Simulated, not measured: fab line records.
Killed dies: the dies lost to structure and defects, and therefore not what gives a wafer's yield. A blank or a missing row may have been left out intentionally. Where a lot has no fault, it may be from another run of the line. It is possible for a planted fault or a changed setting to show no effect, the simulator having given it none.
fab line records | flow nand_harc
record lots=10 | wafers=30 | last_day=24
route steps=1159 shown P_M2@335 P_BONDPAD@369
lots untouched by any fault: they come from a run of this same line in which no faults occurred
start_h: start of the lot's first displayed wafer, in hours after the record's first day | wait_h: hours from the lot's prior step to this one | " repeats the value in the row above | L1.1+2: several wafers, shown together as one row | - value missing, or start not given | * or withheld: withheld | < > ~ a bound
route shown NAME@n: a module of which the file shows steps, and the number in the route of the first | usual: average and standard deviation across the fault-free wafers | same: alike in all rows | chamber/n: place in a boat | sites: readings site by site | _std_site: their standard deviation | _edge_site: outer sites' mean less inner sites' | radius_mm: for every site, how far away it sits from the centre of the wafer | mask NAME#n: copy n | behind: the tool/chamber that last shaped the wafer | hold: why the lot went on hold/how many hours it stayed there/how the hold came to an end | device: whichever transistor did not switch (one of n, p or np) | end of line: the same wafers' tests at the end of the route | a step given without rows: its recipe and nothing more | killed: dies that structure and defects cost at the first sort, which is not the same as the wafer's yield | map: the dies of a wafer, with x for killed, . for not killed, _ for no die there
set.NAME: setting as actually run; set.NAME@STEP: the setting as run at that earlier step | model.NAME: the simulator's own value behind a step, which no gauge read
route steps across a sampled set of lots; one table per step, one row per wafer
services: from which hour (start_h, from the record's first day; less than 0 if before it) a tool's chamber was out of use, for how many hours, and why
## steps
# step NHARC_P_M2_STRIP_18
# recipe power_w=1000 | n2_flow_sccm=150 | h2_flow_sccm=150 | ar_flow_sccm=0 | bias_w=0 | chemistry=N2/H2
# usual drypump_motor_current_A=5.7/0.38 | oes_product_au=1.000/0.015 | rf_vpp_V=90.7/1.1 | showerhead_plenum_p_Torr=2.06/0.11 | throttle_valve_pct=14.170/0.0091
lot.wafer | tool        | chamber | start_h | wait_h | drypump_motor_current_A | oes_product_au | rf_hours_counter_h | rf_vpp_V | showerhead_plenum_p_Torr | throttle_valve_pct
L428.4    | rie_diel-09 | 2       | 115.54  | 0.1    | 6.0                     | 1.004          | 1                  | 91.1     | 1.92                     | 14.157
L428.2    | "           | 3       | "       | "      | 5.7                     | 0.989          | 1                  | 90.6     | 2.18                     | 14.166
L428.6    | "           | 2       | "       | "      | 6.0                     | 0.993          | -                  | 90.7     | 1.92                     | 14.167
L431.2    | rie_diel-08 | 1       | 148.95  | 0.1    | 5.8                     | 0.979          | 4                  | 91.2     | 2.05                     | 14.170
L431.4    | "           | 2       | "       | "      | 5.1                     | 1.025          | 4                  | 92.4     | 2.06                     | 14.173
L431.5    | "           | 2       | "       | "      | 5.1                     | 1.004          | -                  | 92.1     | 2.06                     | 14.162
L432.1    | rie_diel-07 | 1       | 152.85  | 0.1    | 5.9                     | 1.006          | 28                 | 91.1     | 2.08                     | 14.161
L432.6    | "           | 0       | "       | "      | 5.3                     | 0.986          | -                  | 90.4     | 2.17                     | 14.173
L432.5    | "           | 1       | "       | "      | 5.9                     | 0.992          | -                  | 91.6     | 2.08                     | 14.165
L434.4    | rie_diel-09 | 0       | 158.15  | 0.1    | 4.9                     | 1.028          | 2                  | 91.5     | 2.14                     | 14.166
L434.2    | "           | 1       | "       | "      | 6.1                     | 1.009          | 3                  | 89.7     | 1.92                     | 14.170
L434.1    | "           | 2       | "       | "      | 6.0                     | 1.005          | 3                  | 90.0     | 1.92                     | 14.166
L437.2    | rie_diel-08 | 2       | 177.59  | 0.1    | 5.1                     | 1.030          | 11                 | 92.6     | 2.06                     | 14.186
L437.6    | "           | 1       | "       | "      | 5.8                     | 0.986          | -                  | 91.5     | 2.05                     | 14.188
L437.5    | "           | 2       | "       | "      | 5.1                     | 1.031          | -                  | 91.3     | 2.06                     | 14.174
L438.3    | rie_diel-09 | 3       | 182.49  | 0.1    | 5.7                     | 0.989          | 3                  | 91.0     | 2.18                     | 14.174
L438.2    | "           | 0       | "       | "      | 4.9                     | 1.019          | 4                  | 90.6     | 2.14                     | 14.169
L438.5    | "           | 2       | "       | "      | 6.0                     | 1.011          | -                  | 89.8     | 1.92                     | 14.172
L440.2    | rie_diel-09 | 2       | 199.66  | 0.1    | 6.0                     | 1.008          | 4                  | 89.8     | 1.92                     | 14.183
L440.1    | "           | 0       | "       | "      | 5.0                     | 1.014          | 4                  | 92.4     | 2.14                     | 14.176
L440.5    | "           | 1       | "       | "      | 6.0                     | 1.017          | -                  | 90.0     | 1.92                     | 14.165
L439.3    | rie_diel-07 | 2       | 200.01  | 0.1    | 6.3                     | 0.993          | 52                 | 88.2     | 1.87                     | 14.184
L439.2    | "           | 3       | "       | "      | 5.7                     | 1.005          | 52                 | 89.6     | 2.09                     | 14.177
L439.5    | "           | 0       | "       | "      | 5.3                     | 0.980          | -                  | 91.0     | 2.17                     | 14.167
L447.2    | rie_diel-09 | 3       | 248.34  | 0.1    | 5.7                     | 0.980          | 5                  | 90.3     | 2.18                     | 14.161
L447.1    | "           | 1       | "       | "      | 6.1                     | 1.018          | 6                  | 88.7     | 1.92                     | 14.166
L447.6    | "           | 3       | "       | "      | 5.6                     | 0.972          | -                  | 92.6     | 2.18                     | 14.165
L449.1    | rie_diel-09 | 2       | 250.29  | 0.1    | 6.0                     | 1.001          | 6                  | 90.0     | 1.92                     | 14.171
L449.3    | "           | 0       | "       | "      | 5.0                     | 1.001          | 6                  | 91.6     | 2.14                     | 14.163
L449.6    | "           | 0       | "       | "      | 5.0                     | 1.020          | -                  | 91.7     | 2.14                     | 14.166
# step NHARC_P_M2_PVD_20
# recipe target_thk_a=50 | bias_v=168.6 | power_w=15000 | chamber_pressure_pa=0.12 | time_s=8.06 | substrate_temp_c=50 | material=TaN
# usual throttle_valve_pct=30.1/0.85
# same time_s=8.06
lot.wafer | tool           | chamber | start_h | wait_h | throttle_valve_pct
L428.4    | pvd_sputter-03 | -       | -       | -      | 29.6
L428.2    | "              | -       | "       | "      | 30.9
L428.6    | "              | -       | "       | "      | 29.8
L431.4    | pvd_sputter-02 | -       | -       | -      | 29.5
L431.2    | "              | -       | "       | "      | 30.6
L431.5    | "              | -       | "       | "      | 28.9
L432.1    | pvd_sputter-02 | -       | -       | -      | 29.0
L432.5    | "              | -       | "       | "      | 29.8
L432.6    | "              | -       | "       | "      | 30.3
L434.1    | pvd_sputter-02 | -       | -       | -      | 30.1
L434.4    | "              | -       | "       | "      | 28.9
L434.2    | "              | -       | "       | "      | 29.4
L437.2    | pvd_sputter-01 | -       | -       | -      | 29.2
L437.5    | "              | -       | "       | "      | 29.3
L437.6    | "              | -       | "       | "      | 29.1
L438.3    | pvd_sputter-02 | -       | -       | -      | 29.9
L438.2    | "              | -       | "       | "      | 30.3
L438.5    | "              | -       | "       | "      | 29.1
L440.1    | pvd_sputter-03 | -       | -       | -      | 29.5
L440.2    | "              | -       | "       | "      | 31.9
L440.5    | "              | -       | "       | "      | 31.9
L439.3    | pvd_sputter-02 | -       | -       | -      | 28.7
L439.2    | "              | -       | "       | "      | 29.3
L439.5    | "              | -       | "       | "      | 29.6
L447.1    | pvd_sputter-01 | -       | -       | -      | 29.1
L447.2    | "              | -       | "       | "      | 30.4
L447.6    | "              | -       | "       | "      | 29.2
L449.1    | pvd_sputter-02 | -       | -       | -      | 30.0
L449.3    | "              | -       | "       | "      | 31.0
L449.6    | "              | -       | "       | "      | 30.0
# step NHARC_P_BONDPAD_ETCH_12
# recipe target_depth_a=2000 | time_s=100 | chf3_flow_sccm=50 | o2_flow_sccm=10 | ar_flow_sccm=200 | rf_w=500 | bias_w=200 | chemistry=CHF3/O2
# usual drypump_motor_current_A=5.4/0.41 | o2_flow_sccm=10.006/0.029 | oes_product_au=0.927/0.02 | rf_fwd_power_W=496.4/1.6 | rf_vpp_V=371.4/1.7 | showerhead_plenum_p_Torr=2.44/0.066 | throttle_valve_pct=20.572/0.0091
# same time_s=100
lot.wafer | tool        | chamber | start_h | wait_h | drypump_motor_current_A | o2_flow_sccm | oes_product_au | rf_fwd_power_W | rf_hours_counter_h | rf_vpp_V | showerhead_plenum_p_Torr | throttle_valve_pct
L428.2    | rie_diel-06 | 0       | 120.29  | -      | 5.6                     | 9.946        | 0.957          | 497.6          | 19                 | 372.8    | 2.47                     | 20.576
L428.4    | "           | 0       | "       | "      | 5.7                     | 9.971        | 0.948          | 497.6          | -                  | 372.8    | 2.47                     | 20.585
L428.6    | "           | 3       | "       | "      | 4.8                     | 10.040       | 0.951          | 497.5          | -                  | 372.1    | 2.53                     | 20.561
L431.2    | rie_diel-04 | 2       | 153.23  | -      | 4.8                     | 9.982        | 0.915          | 493.1          | 2                  | 372.6    | 2.47                     | 20.566
L431.4    | "           | 3       | "       | "      | 5.3                     | 10.047       | 0.918          | 495.3          | 3                  | 371.5    | 2.47                     | 20.563
L431.5    | "           | 3       | "       | "      | 5.3                     | 10.007       | 0.920          | 497.3          | -                  | 371.6    | 2.47                     | 20.581
L432.1    | rie_diel-04 | 2       | 157.23  | -      | 4.9                     | 10.000       | 0.912          | 493.3          | 3                  | 371.0    | 2.47                     | 20.562
L432.5    | "           | 2       | "       | "      | 4.9                     | 10.009       | 0.911          | 494.0          | -                  | 370.2    | 2.47                     | 20.567
L432.6    | "           | 3       | "       | "      | 5.3                     | 10.028       | 0.920          | 498.0          | -                  | 372.1    | 2.47                     | 20.572
L434.1    | rie_diel-06 | 3       | 162.53  | -      | 4.8                     | 9.991        | 0.911          | 496.0          | 31                 | 373.8    | 2.53                     | 20.575
L434.2    | "           | 0       | "       | "      | 5.7                     | 9.999        | 0.905          | 498.7          | 33                 | 370.1    | 2.47                     | 20.571
L434.4    | "           | 2       | "       | "      | 5.5                     | 9.954        | 0.925          | 496.9          | 33                 | 375.5    | 2.54                     | 20.562
L437.2    | rie_diel-04 | 2       | 181.82  | -      | 4.8                     | 10.021       | 0.911          | 496.6          | 5                  | 372.3    | 2.47                     | 20.579
L437.5    | "           | 2       | "       | "      | 4.8                     | 9.989        | 0.914          | 495.1          | -                  | 371.2    | 2.47                     | 20.576
L437.6    | "           | 3       | "       | "      | 5.3                     | 10.008       | 0.906          | 499.3          | -                  | 371.8    | 2.47                     | 20.582
L438.3    | rie_diel-04 | 2       | 187.58  | -      | 4.8                     | 10.024       | 0.916          | 492.5          | 6                  | 371.4    | 2.47                     | 20.572
L438.2    | "           | 3       | "       | "      | 5.3                     | 9.988        | 0.918          | 497.2          | 6                  | 372.0    | 2.47                     | 20.569
L438.5    | "           | 3       | "       | "      | 5.3                     | 9.974        | 0.909          | 498.8          | -                  | 372.5    | 2.47                     | 20.580
L440.1    | rie_diel-04 | 2       | 204.01  | -      | 4.8                     | 10.017       | 1.139          | 693.9          | 7                  | 371.3    | 2.47                     | 20.573
L440.2    | "           | 0       | "       | "      | 6.0                     | 10.059       | 0.914          | 498.1          | 8                  | 371.7    | 2.46                     | 20.574
L440.5    | "           | 2       | "       | "      | 4.9                     | 9.988        | 1.143          | 695.7          | -                  | 372.0    | 2.47                     | 20.568
L439.3    | rie_diel-13 | 2       | 204.82  | -      | 5.4                     | 10.046       | 0.952          | 497.4          | 35                 | 369.2    | 2.38                     | 20.557
L439.2    | "           | 0       | "       | "      | 5.9                     | 9.992        | 0.965          | 496.9          | 38                 | 366.9    | 2.24                     | 20.590
L439.5    | "           | 2       | "       | "      | 5.3                     | 10.008       | 0.944          | 497.3          | -                  | 370.3    | 2.38                     | 20.581
L447.2    | rie_diel-06 | 3       | 253.17  | -      | 4.8                     | 9.971        | 0.949          | 493.4          | 1                  | 372.8    | 2.51                     | 20.568
L447.1    | "           | 0       | "       | "      | 5.7                     | 10.010       | 0.963          | 498.2          | 1                  | 371.4    | 2.45                     | 20.567
L447.6    | "           | 3       | "       | "      | 4.8                     | 10.022       | 0.966          | 495.4          | -                  | 374.2    | 2.51                     | 20.561
L449.1    | rie_diel-13 | 2       | 255.14  | -      | 5.4                     | 10.022       | 0.906          | 499.3          | 56                 | 369.5    | 2.37                     | 20.564
L449.3    | "           | 3       | "       | "      | 5.5                     | 10.042       | 0.923          | 497.9          | 53                 | 368.1    | 2.24                     | 20.578
L449.6    | "           | 2       | "       | "      | 5.3                     | 10.021       | 0.913          | 499.3          | -                  | 368.7    | 2.37                     | 20.575
# step NHARC_P_BONDPAD_STRIP_15
# recipe o2_flow_sccm=500 | ar_flow_sccm=0 | bias_w=0 | chemistry=O2
# usual drypump_motor_current_A=5.4/0.41 | o2_flow_sccm=499.9/1.4 | oes_product_au=0.991/0.01 | rf_vpp_V=58.0/0.86 | showerhead_plenum_p_Torr=3.58/0.091 | throttle_valve_pct=17.036/0.0098
lot.wafer | tool        | chamber | start_h | wait_h | drypump_motor_current_A | o2_flow_sccm | oes_product_au | rf_hours_counter_h | rf_vpp_V | showerhead_plenum_p_Torr | throttle_valve_pct
L428.2    | rie_diel-06 | 0       | 120.55  | 0.1    | 5.7                     | 501.6        | 0.988          | 19                 | 58.3     | 3.63                     | 17.037
L428.6    | "           | 3       | "       | "      | 4.9                     | 499.9        | 0.988          | -                  | 58.3     | 3.72                     | 17.033
L428.4    | "           | 2       | "       | "      | 5.5                     | 498.6        | 0.992          | -                  | 57.9     | 3.73                     | 17.034
L431.2    | rie_diel-06 | 1       | 153.44  | 0.1    | 5.6                     | 498.5        | 0.996          | 30                 | 58.9     | 3.47                     | 17.040
L431.4    | "           | 2       | "       | "      | 5.5                     | 500.8        | 1.004          | 29                 | 58.3     | 3.73                     | 17.038
L431.5    | "           | 2       | "       | "      | 5.5                     | 499.0        | 1.003          | -                  | 59.0     | 3.73                     | 17.021
L432.1    | rie_diel-04 | 2       | 157.46  | 0.1    | 4.9                     | 501.4        | 0.984          | 3                  | 57.8     | 3.63                     | 17.039
L432.5    | "           | 1       | "       | "      | 5.2                     | 501.4        | 0.982          | -                  | 57.0     | 3.47                     | 17.029
L432.6    | "           | 2       | "       | "      | 4.9                     | 500.3        | 0.983          | -                  | 58.2     | 3.63                     | 17.039
L434.2    | rie_diel-06 | 2       | 162.74  | 0.1    | 5.5                     | 497.1        | 0.996          | 33                 | 57.4     | 3.72                     | 17.045
L434.4    | "           | 3       | "       | "      | 4.8                     | 500.2        | 0.989          | 31                 | 59.2     | 3.71                     | 17.047
L434.1    | "           | 1       | "       | "      | 5.7                     | 498.3        | 0.993          | 35                 | 57.8     | 3.46                     | 17.046
L437.2    | rie_diel-04 | 2       | 182.04  | 0.1    | 4.8                     | 501.4        | 0.986          | 5                  | 59.0     | 3.62                     | 17.039
L437.5    | "           | 1       | "       | "      | 5.2                     | 499.3        | 0.983          | -                  | 57.2     | 3.47                     | 17.037
L437.6    | "           | 2       | "       | "      | 4.8                     | 501.3        | 0.988          | -                  | 57.9     | 3.62                     | 17.029
L438.2    | rie_diel-06 | 1       | 187.79  | 0.1    | 5.7                     | 498.0        | 1.003          | 41                 | 58.3     | 3.46                     | 17.036
L438.3    | "           | 2       | "       | "      | 5.5                     | 499.3        | 1.000          | 38                 | 60.0     | 3.72                     | 17.037
L438.5    | "           | 2       | "       | "      | 5.5                     | 502.2        | 0.995          | -                  | 59.3     | 3.72                     | 17.041
L440.2    | rie_diel-04 | 3       | 204.23  | 0.1    | 5.3                     | 499.7        | 0.982          | 7                  | 55.8     | 3.63                     | 17.033
L440.1    | "           | 0       | "       | "      | 6.1                     | 498.8        | 0.989          | 8                  | 58.0     | 3.61                     | 17.020
L440.5    | "           | 2       | "       | "      | 4.9                     | 499.7        | 0.990          | -                  | 58.2     | 3.62                     | 17.034
L439.3    | rie_diel-06 | 2       | 205.06  | 0.1    | 5.5                     | 498.0        | 1.019          | 45                 | 59.3     | 3.72                     | 17.038
L439.2    | "           | 3       | "       | "      | 4.8                     | 500.7        | 1.006          | 44                 | 57.9     | 3.70                     | 17.046
L439.5    | "           | 0       | "       | "      | 5.6                     | 499.7        | 0.996          | -                  | 56.6     | 3.62                     | 17.049
L447.2    | rie_diel-04 | 3       | 253.39  | 0.1    | 5.4                     | 501.0        | 0.996          | 12                 | 57.6     | 3.62                     | 17.043
L447.1    | "           | 1       | "       | "      | 5.2                     | 500.1        | 0.970          | 13                 | 57.6     | 3.46                     | 17.016
L447.6    | "           | 0       | "       | "      | 6.0                     | 497.9        | 0.980          | -                  | 57.8     | 3.60                     | 17.034
L449.1    | rie_diel-04 | 3       | 255.35  | 0.1    | 5.4                     | 501.8        | 1.005          | 12                 | 57.8     | 3.62                     | 17.045
L449.3    | "           | 2       | "       | "      | 4.9                     | 499.9        | 0.992          | 12                 | 58.7     | 3.62                     | 17.037
L449.6    | "           | 0       | "       | "      | 6.1                     | 499.1        | 0.966          | -                  | 59.0     | 3.60                     | 17.060
## services
tool           | chamber | start_h | hours | kind
rie_diel-13    | -       | 99.08   | 9.0   | pm
rie_diel-09    | 3       | 100.99  | 4.0   | repair
pvd_sputter-03 | -       | 102.00  | 10.0  | pm
pvd_sputter-01 | -       | 105.46  | 3.6   | repair
pvd_sputter-01 | -       | 110.59  | 2.9   | repair
rie_diel-07    | 3       | 111.06  | 4.6   | repair
rie_diel-04    | -       | 112.00  | 9.0   | pm
rie_diel-06    | 1       | 114.89  | 7.5   | repair
rie_diel-07    | 0       | 119.60  | 16.2  | repair
rie_diel-08    | -       | 124.80  | 9.0   | pm
pvd_sputter-03 | -       | 131.62  | 1.7   | repair
rie_diel-06    | 0       | 134.51  | 4.2   | repair
pvd_sputter-01 | -       | 156.06  | 3.1   | repair
rie_diel-09    | 3       | 158.63  | 4.4   | repair
rie_diel-06    | 2       | 166.59  | 1.2   | repair
rie_diel-04    | -       | 184.48  | 1.1   | repair
rie_diel-09    | 0       | 188.86  | 5.0   | repair
rie_diel-09    | 0       | 213.18  | 11.1  | repair
pvd_sputter-02 | -       | 215.79  | 10.0  | pm
rie_diel-06    | 2       | 225.22  | 6.5   | repair
rie_diel-06    | 2       | 239.20  | 17.2  | repair
rie_diel-06    | -       | 241.58  | 9.0   | pm
rie_diel-09    | 1       | 249.82  | 16.5  | repair
rie_diel-09    | -       | 254.10  | 9.0   | pm
## key
first_sign step=NHARC_P_BONDPAD_ETCH_12 | reading=rf_fwd_power_W | direction=up | sigmas=99+ | usual=* | struck=*
effect step=NHARC_P_BONDPAD_ETCH_12 | reading=oes_product_au | direction=up | sigmas=11 | usual=0.927 | struck=1.141
met_at NHARC_P_BONDPAD_ETCH_12
struck_lots L440
struck_wafers L440.1,L440.5
not_acting_at NHARC_P_M2_STRIP_18,NHARC_P_M2_PVD_20,NHARC_P_BONDPAD_STRIP_15
onset_between 187.58 204.01
fault kind=process_parameter_drift | tool=rie_diel-04 | chamber=2 | onset_h=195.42 | steps=NHARC_P_BONDPAD_ETCH_12 | channel=rf_w | offset=* | shape=step | end_h=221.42 | acts_in=* | stated=*
